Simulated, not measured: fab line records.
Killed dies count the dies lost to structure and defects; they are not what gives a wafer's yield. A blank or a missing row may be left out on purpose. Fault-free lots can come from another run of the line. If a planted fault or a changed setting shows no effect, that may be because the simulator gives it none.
fab line records	flow n5-finfet
record lots=7	wafers=21	last-day=18
route steps=1938 shown HKMG_FIN@449 PASSIVATION@1936
lots with no fault: from the same line, run without faults
start-h: the number of hours between the record's first day and the start of the first shown wafer of the lot	wait-h: hours elapsed since this lot's preceding step	" the same as in the row above	L1.1+2: a row that stands for several wafers	- no value, or no start was given	* or withheld: withheld	< > ~ a bound
route shown NAME@n: NAME is a module with steps in the file, n the number in the route of the first one	usual: mean and standard deviation over wafers with no fault	same: alike in all rows	chamber/n: place in a boat	sites: readings site by site	_std_site: their standard deviation	_edge_site: inner sites' mean taken away from outer sites' mean	radius-mm: for every site, how far away it sits from the centre of the wafer	mask NAME#n: copy n	behind: the most recent tool/chamber to have shaped the wafer	hold: why the lot was held/for how many hours/how that ended	device: the transistor (n, p or np) that didn't switch	end of line: tests run on the same wafers once the route is complete	step lacking rows: just its recipe	killed: at the first sort, the dies lost to defects and structure; wafer yield is something else	map: the dies of a wafer, with x for killed, . for not killed, _ for no die there
set.NAME: the run value of the setting; set.NAME@STEP: its run value at that earlier step	model.NAME: the simulator's own value behind a step, which no gauge read
certain route steps with their lots: each step a table, each wafer a row
services: the hour from which a tool's chamber was out of use, counted from the record's first day as start-h (under 0 if before that day), plus the number of hours and why
## steps
# step N5_HKMG_FIN_ALD_71
# recipe material=TiN	target-thk-a=10	temp-c=400	ald-precursor-family=TiCl4	ald-co-reactant=NH3	pulse-time-s=1	purge-time-s=3	co-reactant-purge-time-s=2	co-reactant-pulse-time-s=2	ald-cycles=47	pressure-torr=3
# usual heater-power-w=890/98	precursor-pulse-height-rel=0.999/0.018
lot.wafer	tool	chamber	start-h	wait-h	heater-power-w	precursor-pulse-height-rel
L471.1	ald-metal-04	1	123.17	0.0	981	1.001
L471.2	"	3	"	"	733	0.966
L471.5	"	2	"	"	1058	0.941
L476.2	ald-metal-03	0	148.62	0.0	902	0.987
L476.4	"	3	"	"	920	0.997
L476.6	"	3	"	"	916	0.977
L477.1	ald-metal-02	3	156.06	0.0	763	1.011
L477.2	"	1	"	"	976	0.968
L477.5	"	0	"	"	856	0.987
L478.2	ald-metal-03	2	160.57	0.0	780	1.002
L478.5	"	2	"	"	772	0.989
L478.6	"	3	"	"	913	0.971
L479.3	ald-metal-04	1	166.72	0.0	967	0.999
L479.4	"	3	"	"	731	0.966
L479.5	"	2	"	"	1067	1.027
L485.1	ald-metal-03	1	208.06	0.0	841	1.008
L485.2	"	2	"	"	785	1.017
L485.3	"	3	"	"	939	0.976
L487.1	ald-metal-04	1	221.33	0.0	983	1.016
L487.4	"	3	"	"	740	0.977
L487.6	"	3	"	"	740	1.027
# step N5_HKMG_FIN_COAT_66
# recipe resist=SOC	temp-c=250	time-s=60	spin-rpm=1500	resist-thk-nm=300
# step N5_HKMG_FIN_ETCH_67
# recipe chemistry=N2/H2	target=SOC	target-depth-a=3889	stop-on=TiN	ion-energy-ev=100	bias-w=61	pressure-mtorr=30	source-w=850	n2-flow-sccm=200	h2-flow-sccm=200
# usual drypump-motor-current-A=5.6/0.44	n2-flow-sccm=199.9/0.61	oes-product-au=0.78/0.063	rf-vpp-V=240.5/1.2	showerhead-plenum-p-Torr=2.53/0.091	throttle-valve-pct=17.82/0.21
lot.wafer	tool	chamber	start-h	wait-h	drypump-motor-current-A	n2-flow-sccm	oes-product-au	rf-hours-counter-h	rf-vpp-V	showerhead-plenum-p-Torr	throttle-valve-pct
L471.1	rie-diel-04	3	123.51	-	5.6	200.1	0.73	179	242.4	2.63	17.86
L471.2	"	0	"	"	5.5	199.8	0.70	224	240.8	2.43	17.99
L471.5	"	1	"	"	5.8	200.0	0.79	-	241.9	2.56	17.70
L476.2	rie-diel-02	2	148.96	-	5.8	201.0	0.76	89	242.8	2.70	17.93
L476.4	"	0	"	"	6.2	201.2	0.80	111	240.6	2.43	17.77
L476.6	"	3	"	"	4.9	200.8	0.87	-	242.0	2.62	17.98
L477.1	rie-diel-01	0	156.42	-	6.2	200.8	0.76	119	238.3	2.43	17.78
L477.2	"	2	"	"	5.6	200.1	0.80	83	241.0	2.57	17.63
L477.5	"	0	"	"	6.2	200.2	0.75	-	238.4	2.43	17.78
L478.2	rie-diel-02	1	160.91	-	5.2	201.0	0.76	119	240.4	2.55	17.83
L478.5	"	0	"	"	6.2	199.6	0.78	-	239.9	2.43	17.76
L478.6	"	3	"	"	4.9	199.4	0.85	-	241.5	2.62	17.98
L479.3	rie-diel-04	2	167.06	-	4.8	200.3	0.92	13	243.8	2.63	18.05
L479.4	"	0	"	"	5.5	200.6	0.69	236	239.0	2.42	18.02
L479.5	"	3	"	"	5.6	199.7	0.71	-	240.6	2.63	17.88
L485.1	rie-diel-01	3	208.69	-	5.5	199.0	0.74	139	239.6	2.46	18.11
L485.2	"	2	"	"	5.7	201.5	0.78	99	238.6	2.57	17.66
L485.3	"	1	"	"	5.8	200.7	0.79	105	240.4	2.43	17.43
L487.1	rie-diel-01	3	221.67	-	5.5	199.7	0.74	144	238.3	2.46	18.14
L487.4	"	0	"	"	6.2	199.8	0.74	141	239.8	2.42	17.79
L487.6	"	0	"	"	6.3	199.5	0.73	-	237.8	2.42	17.81
# step N5_HKMG_FIN_STRIP_90
# recipe chemistry=N2/H2	material=SOC	time-s=20	power-w=500	temp-c=40	pressure-mtorr=50	rf-frequency-hz=6e+07	bias-power-w=8	h2-frac=0.5	n2-flow-sccm=300	h2-flow-sccm=300
# step N5_HKMG_FIN_WET_ETCH_73
# recipe chemistry=SC1	mix=1:2:40	temp-c=50	time-s=42.3	target-depth-nm=1.3	dry=ipa-marangoni	rinse-time-s=30	rinse-temp-c=23
# step N5_HKMG_FIN_ETCHBACK_68
# recipe chemistry=Cl2/Ar	stop-on=HfO2	target-depth-a=5	pressure-mtorr=10	icp-w=600	bias-w=60	Cl2_flow_sccm=40	Ar_flow_sccm=60
# usual drypump-motor-current-A=5.3/0.54	oes-product-au=0.72/0.084	throttle-valve-pct=20.90/0.082
lot.wafer	tool	chamber	start-h	wait-h	drypump-motor-current-A	oes-product-au	rf-hours-counter-h	throttle-valve-pct
L471.1	rie-metal-03	1	123.73	0.0	4.9	0.76	39	21.06
L471.2	"	0	"	"	5.4	0.81	29	20.79
L471.5	"	1	"	"	4.9	0.77	-	21.06
L476.2	rie-metal-02	1	149.17	0.0	4.7	0.74	40	20.85
L476.4	"	0	"	"	5.8	0.60	-	20.91
L476.6	"	0	"	"	5.8	0.60	-	20.93
L477.1	rie-metal-01	0	156.63	0.0	6.3	0.71	66	20.98
L477.2	"	1	"	"	4.8	0.81	30	20.89
L477.5	"	1	"	"	4.8	0.82	-	20.87
L478.2	rie-metal-03	1	161.13	0.0	4.9	0.76	42	21.06
L478.5	"	1	"	"	4.9	0.76	-	21.07
L478.6	"	0	"	"	5.5	0.81	-	20.79
L479.3	rie-metal-02	1	167.32	0.1	4.7	0.73	-	20.84
L479.4	"	0	"	"	5.8	0.60	-	20.93
L479.5	"	1	"	"	4.7	0.74	-	20.85
L485.1	rie-metal-02	0	208.91	0.0	5.8	0.59	128	20.92
L485.2	"	1	"	"	4.7	0.74	44	20.84
L485.3	"	1	"	"	4.7	0.73	-	20.85
L487.1	rie-metal-02	0	221.89	0.0	5.8	0.59	130	20.95
L487.4	"	0	"	"	5.9	0.59	-	20.94
L487.6	"	1	"	"	4.7	0.73	-	20.85
# step N5_HKMG_FIN_STRIP_69
# recipe chemistry=N2/H2	power-w=2500	temp-c=300	h2-frac=0.65	time-s=360	pressure-mtorr=withheld	n2-flow-sccm=1750	h2-flow-sccm=3250
# step N5_HKMG_FIN_ALD_21
# recipe material=TiN	target-thk-a=15	temp-c=400	ald-precursor-family=TiCl4	ald-co-reactant=NH3	pulse-time-s=1	purge-time-s=3	co-reactant-purge-time-s=2	co-reactant-pulse-time-s=2	ald-cycles=68	pressure-torr=3
# step N5_HKMG_FIN_ALD_72
# recipe material=W	target-thk-a=20	temp-c=300	pressure-torr=7.5	ald-precursor-family=WF6	ald-co-reactant=B2H6	pulse-time-s=1	purge-time-s=2	co-reactant-purge-time-s=2	co-reactant-pulse-time-s=3	ald-cycles=7
# usual heater-power-w=505/59	precursor-pulse-height-rel=0.998/0.022
lot.wafer	tool	chamber	start-h	wait-h	heater-power-w	precursor-pulse-height-rel
L471.1	cvd-w-02	1	124.61	0.2	587	0.984
L471.2	"	0	"	"	482	0.984
L471.5	"	0	"	"	471	0.990
L476.2	cvd-w-02	1	150.06	0.2	596	1.021
L476.4	"	0	"	"	474	1.026
L476.6	"	1	"	"	588	0.994
L477.1	cvd-w-01	0	157.52	0.2	492	0.981
L477.2	"	1	"	"	436	1.022
L477.5	"	1	"	"	439	1.007
L478.2	cvd-w-02	1	162.02	0.2	582	0.997
L478.5	"	1	"	"	600	1.010
L478.6	"	0	"	"	483	1.032
L479.3	cvd-w-01	0	168.19	0.2	486	0.973
L479.4	"	1	"	"	456	0.999
L479.5	"	0	"	"	482	0.996
L485.1	cvd-w-01	1	209.80	0.2	442	1.038
L485.2	"	0	"	"	485	0.956
L485.3	"	0	"	"	478	1.004
L487.1	cvd-w-02	0	222.77	0.2	486	0.970
L487.4	"	1	"	"	586	0.977
L487.6	"	1	"	"	597	0.995
# step N5_HKMG_FIN_W_FILL_22
# recipe material=W	target-thk-a=600	temp-c=400	pressure-torr=39.4	time-s=18.2
# step N5_HKMG_FIN_PRECLEAN_83
# recipe chemistry=DIW	time-s=57.5	temp-c=23
# step N5_HKMG_FIN_SRD_84
# recipe dry-time-s=32	dry=n2-spin	spin-rpm=1500
# step N5_HKMG_FIN_CMP_23
# recipe stop-on=SiNx	t-overpolish-s=10	post-cmp-clean=rinse-only	down-force-psi=4	platen-rpm=50.289	pad-velocity-m-s=1.0006	target-thk-nm=46.326
# usual head-pressure-psi=3.998/0.008	motor-current-A=12.2/1.5	overpolish-run-s=9.99/0.11	platen-rpm=50.29/0.031	time-to-endpoint-s=12/4
lot.wafer	tool	chamber	start-h	wait-h	head-pressure-psi	motor-current-A	overpolish-run-s	platen-rpm	time-to-endpoint-s
L471.1	cmp-03	0	124.94	0.2	3.993	10.9	10.00	50.30	7
L471.2	"	1	"	"	4.018	10.8	9.99	50.26	1
L471.5	"	2	"	"	4.007	11.8	9.99	50.32	10
L476.2	cmp-03	1	150.39	0.2	3.983	10.5	10.01	48.25	8
L476.4	"	2	"	"	3.995	11.6	10.02	48.30	16
L476.6	"	0	"	"	4.008	10.6	10.00	48.23	13
L477.2	cmp-01	3	157.77	0.1	3.989	10.0	10.01	50.24	4
L477.1	"	1	"	"	4.001	12.8	9.99	50.31	8
L477.5	"	2	"	"	3.997	12.8	10.00	50.31	14
L478.2	cmp-03	2	162.35	0.2	4.013	11.6	9.99	48.24	15
L478.6	"	0	"	"	4.006	10.9	9.99	48.32	15
L478.5	"	1	"	"	4.002	10.9	10.00	48.28	7
L479.4	cmp-03	1	168.34	0.0	4.007	10.8	9.99	48.31	8
L479.3	"	3	"	"	4.008	14.0	10.00	48.30	16
L479.5	"	2	"	"	4.005	12.3	9.99	48.31	13
L485.2	cmp-04	1	209.97	0.0	3.988	14.8	9.99	50.26	8
L485.1	"	2	"	"	3.987	13.6	10.00	50.37	11
L485.3	"	0	"	"	3.992	13.8	10.02	50.31	13
L487.1	cmp-03	0	223.11	0.2	4.007	10.8	9.99	50.27	11
L487.4	"	1	"	"	3.991	11.0	10.00	50.31	7
L487.6	"	3	"	"	3.992	14.1	9.98	50.26	14
# step N5_HKMG_FIN_CMP_94
# recipe stop-on=SiNx	post-cmp-clean=w-dilute-nh4oh	t-overpolish-s=4.7	down-force-psi=4	platen-rpm=50.289	pad-velocity-m-s=1.0006	target-thk-nm=43.299
# usual head-pressure-psi=4.001/0.008	motor-current-A=12.2/1.4	platen-rpm=50.29/0.034
lot.wafer	tool	chamber	start-h	wait-h	head-pressure-psi	motor-current-A	platen-rpm
L471.1	cmp-03	0	125.32	0.3	4.008	11.2	50.25
L471.2	"	1	"	"	4.005	11.3	50.29
L471.5	"	2	"	"	3.995	11.6	50.30
L476.2	cmp-03	1	150.77	0.3	4.008	10.5	50.27
L476.4	"	2	"	"	4.001	11.5	50.26
L476.6	"	0	"	"	4.002	10.6	50.33
L477.2	cmp-01	3	158.20	0.3	4.001	10.1	50.32
L477.1	"	1	"	"	4.002	12.5	50.26
L477.5	"	2	"	"	4.006	13.4	50.28
L478.2	cmp-03	2	162.73	0.3	4.004	11.9	50.33
L478.6	"	0	"	"	4.001	10.6	50.26
L478.5	"	1	"	"	3.999	10.5	50.30
L479.4	cmp-03	1	168.82	0.4	4.011	10.9	50.32
L479.3	"	3	"	"	4.021	13.9	50.29
L479.5	"	2	"	"	3.997	12.2	50.26
L485.2	cmp-04	1	210.45	0.4	3.997	14.0	50.25
L485.1	"	2	"	"	3.996	13.4	50.28
L485.3	"	0	"	"	3.991	14.1	50.24
L487.1	cmp-03	0	223.49	0.3	3.997	11.2	50.27
L487.4	"	1	"	"	3.992	11.4	50.29
L487.6	"	3	"	"	4.004	14.0	50.24
# step N5_PASSIVATION_PROBE_49
# usual killed_at_M0_to_M3=34/11	killed_at_M4_up=14/5.6	killed-at-contacts=13/5.9	killed-at-front-end=40/11	killed-at-other=4/3.1	killed-dies=105/16	killed-open=68/11	killed-short=34/8.4
# same gross-dies=1180	killed-at-back-side=0
lot.wafer	tool	chamber	start-h	wait-h	killed_at_M0_to_M3	killed_at_M4_up	killed-at-contacts	killed-at-front-end	killed-at-other	killed-dies	killed-open	killed-short
L471.1	prober-02	-	320.17	0.0	51	13	20	39	6	129	93	33
# killed by level:class
L471.1 MOL_CONTACT_COAG:geometric-particle:open=18 BEOL_M2:geometric-particle:open=15 STI_FIN_REVEAL:geometric-particle:open=11 FIN_SAQP:geometric-particle:open=10 BEOL_M1:geometric-particle:open=8 BEOL_M4:geometric-particle:open=7 BEOL_M3:geometric-particle:open=6 BEOL_M0_SAQP:geometric-particle:open=5
## services
tool	chamber	start-h	hours	kind
rie-metal-03	1	103.40	16.7	repair
cmp-04	-	111.36	10.1	pm
rie-diel-01	-	116.22	0.3	repair
cmp-03	-	117.20	3.2	pm
cmp-04	-	123.00	0.7	repair
cvd-w-01	-	130.96	1.2	repair
rie-diel-04	-	134.04	2.8	pm
cvd-w-02	0	141.70	5.5	repair
cmp-04	-	142.43	4.0	pm
cmp-01	-	144.06	8.7	pm
cmp-01	-	158.35	4.3	pm
cmp-01	-	166.41	7.5	pm
cmp-04	-	173.15	2.0	repair
cmp-04	-	176.37	6.5	pm
rie-diel-02	2	180.71	1.5	repair
rie-diel-02	3	182.82	5.4	repair
cmp-04	-	183.67	2.0	repair
cmp-01	-	196.79	4.5	repair
cvd-w-01	-	198.50	6.9	pm
ald-metal-04	-	205.36	2.8	pm
rie-diel-01	-	205.96	2.7	repair
cvd-w-02	-	208.16	3.4	repair
cmp-03	-	209.31	0.3	repair
rie-diel-04	1	218.53	47.5	repair
## key
first-sign step=N5_HKMG_FIN_CMP_23	reading=platen-rpm	direction=down	sigmas=65	usual=50.29	struck=48.28
effect none on later readings
met-at N5_HKMG_FIN_CMP_23
struck-wafers L476.2,L476.4,L476.6,L478.2,L478.5,L478.6,L479.3,L479.4,L479.5
tester-left-out L476,L478,L479
onset-between 124.94 150.39
fault kind=process-parameter-drift	tool=cmp-03	chamber=-	onset-h=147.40	steps=N5_HKMG_FIN_CMP_23	channel=platen-rpm	offset=-2.0116	shape=step	end-h=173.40	acts-in=these-recipes-only	stated=50.289
# tester-left-out: of these lots the tester's yield and bins aren't shown, on N5 and GAA mostly nor the transistor test; their killed dies are dies lost to structure and defects alone, not to doping, threshold or leakage, so they don't give the yield
